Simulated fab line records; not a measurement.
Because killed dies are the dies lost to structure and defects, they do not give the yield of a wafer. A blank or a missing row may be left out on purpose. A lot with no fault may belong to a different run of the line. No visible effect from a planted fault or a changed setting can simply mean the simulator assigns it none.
Split-lot study    flow n5_finfet    on a route of 1938 steps: 7 lots, 39 wafers read

== ON THE SPLIT ==
At N5_DUMMY_GATE_ETCH_31 (etches SiO2 in C4F6/O2, target depth 82.5 nm, time 27.5 s), the setting target_depth_a was moved away from the recipe's 825 angstrom on 9 of the 39 wafers read, by -10.6% to -5.1%. This setting was run at the recipe's value on the other wafers.

The reading is taken at the split's own step.

== THE READING ==
SOC_of_DUMMY_GATE_COAT_34.thk_nm (the simulator's own value, which no gauge read), in nm, at N5_DUMMY_GATE_ETCH_31 (etches SiO2 in C4F6/O2, target depth 82.5 nm, time 27.5 s). There is no usual value for it anywhere in the file. Here, 30 wafers ran the recipe; their average is 51.6 nm with a standard deviation of 0.14 nm.

wafer   tool, chamber at the split  target_depth_a as run, angstrom  against the recipe  SOC_of_DUMMY_GATE_COAT_34.thk_nm, nm  against lot-mates on the recipe
L077.1  rie_diel-04, 1              825                              recipe              51.8                                  -
L077.2  rie_diel-04, 0              825                              recipe              51.6                                  -
L077.3  rie_diel-04, 2              737.9                            -10.6%              52.8                                  +1.1
L077.4  rie_diel-04, 0              825                              recipe              51.8                                  -
L077.5  rie_diel-04, 1              737.9                            -10.6%              52.8                                  +1.1
L077.6  rie_diel-04, 2              737.9                            -10.6%              52.8                                  +1.1
L078.1  rie_diel-06, 0              825                              recipe              51.6                                  -
L078.2  rie_diel-06, 3              825                              recipe              51.4                                  -
L078.3  rie_diel-06, 2              825                              recipe              51.6                                  -
L078.4  rie_diel-06, 1              825                              recipe              51.6                                  -
L078.5  rie_diel-06, 3              825                              recipe              51.6                                  -
L078.6  rie_diel-06, 0              825                              recipe              51.8                                  -
L086.1  rie_diel-05, 2              825                              recipe              51.6                                  -
L086.2  rie_diel-05, 3              825                              recipe              51.4                                  -
L086.3  rie_diel-05, 1              825                              recipe              51.4                                  -
L086.4  rie_diel-05, 0              825                              recipe              51.6                                  -
L086.5  rie_diel-05, 1              825                              recipe              51.4                                  -
L086.6  rie_diel-05, 0              825                              recipe              51.8                                  -
L090.1  rie_diel-04, 2              825                              recipe              51.8                                  -
L090.2  rie_diel-04, 1              825                              recipe              51.6                                  -
L090.3  rie_diel-04, 0              782.9                            -5.1%               52                                    +0.3
L090.4  rie_diel-04, 1              782.9                            -5.1%               52.4                                  +0.7
L090.5  rie_diel-04, 2              825                              recipe              51.6                                  -
L090.6  rie_diel-04, 0              782.9                            -5.1%               52                                    +0.3
L091.1  rie_diel-06, 3              825                              recipe              51.6                                  -
L091.2  rie_diel-06, 1              754.8                            -8.5%               52.2                                  +0.5
L091.3  rie_diel-06, 0              825                              recipe              51.6                                  -
L091.4  rie_diel-06, 2              825                              recipe              51.8                                  -
L091.5  rie_diel-06, 2              754.8                            -8.5%               52.4                                  +0.7
L091.6  rie_diel-06, 1              754.8                            -8.5%               52.2                                  +0.5
L092.3  rie_diel-04, 0              825                              recipe              51.6                                  -
L092.5  rie_diel-04, 0              825                              recipe              51.4                                  -
L092.6  rie_diel-04, 3              825                              recipe              51.8                                  -
L097.1  rie_diel-05, 0              825                              recipe              51.8                                  -
L097.2  rie_diel-05, 1              825                              recipe              51.6                                  -
L097.3  rie_diel-05, 2              825                              recipe              51.8                                  -
L097.4  rie_diel-05, 3              825                              recipe              51.6                                  -
L097.5  rie_diel-05, 2              825                              recipe              51.8                                  -
L097.6  rie_diel-05, 3              825                              recipe              51.6                                  -

THE FIT
A straight line over all 39 wafers: SOC_of_DUMMY_GATE_COAT_34.thk_nm changes by -0.0969 nm for each +1% of target_depth_a; r = -0.92; the points scatter about the line by 0.15 nm.
The same after taking each lot's own level away (the mean of its wafers on the recipe; 39 wafers): -0.0896 nm for each +1%; r = -0.92; scatter 0.14 nm.
The reading moves by 0.95 nm for the largest change in target_depth_a, on that fit.
From 51.53 to 51.73 nm: that is the span of the lots' own levels, equal to 1.5 times the standard deviation above.
The two slopes are in agreement: the lot-to-lot level therefore moves the slope only a little.
Check: for one of the wafers moved furthest among these (-10.6%), held out of the fit, the line's prediction against its lot-mates is +0.917 nm. Against them it came out at +1.07 nm.

== OTHER SPLITS ON THESE WAFERS ==
Other splits were also applied to these wafers ahead of the reading. Each is held against what the fit with the lots' levels taken away leaves over:
other split on the same wafers  wafers away from the commonest value  r with SOC_of_DUMMY_GATE_COAT_34.thk_nm (lot level and that fit taken away)
N5_DUMMY_GATE_ETCH_37 source_w  12                                    -0.19

== THE WHOLE CHAIN: every reading that the file lists as answering this split, in the file's order ==
step                   what it does                                               reading                                                                            change (the file's fit)                 r (the file's)
N5_DUMMY_GATE_ETCH_31  etches SiO2 in C4F6/O2, target depth 82.5 nm, time 27.5 s  etch.depth_nm (the simulator's own value, which no gauge read)                     +0.867 nm for each +1% of the setting   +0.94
N5_DUMMY_GATE_ETCH_31  etches SiO2 in C4F6/O2, target depth 82.5 nm, time 27.5 s  SOC_of_DUMMY_GATE_COAT_34.thk_nm (the simulator's own value, which no gauge read)  -0.0893 nm for each +1% of the setting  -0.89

== FILE'S OWN FIT ==
SOC_of_DUMMY_GATE_COAT_34.thk_nm changes by -0.0893 nm for each +1% of target_depth_a, r = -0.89.
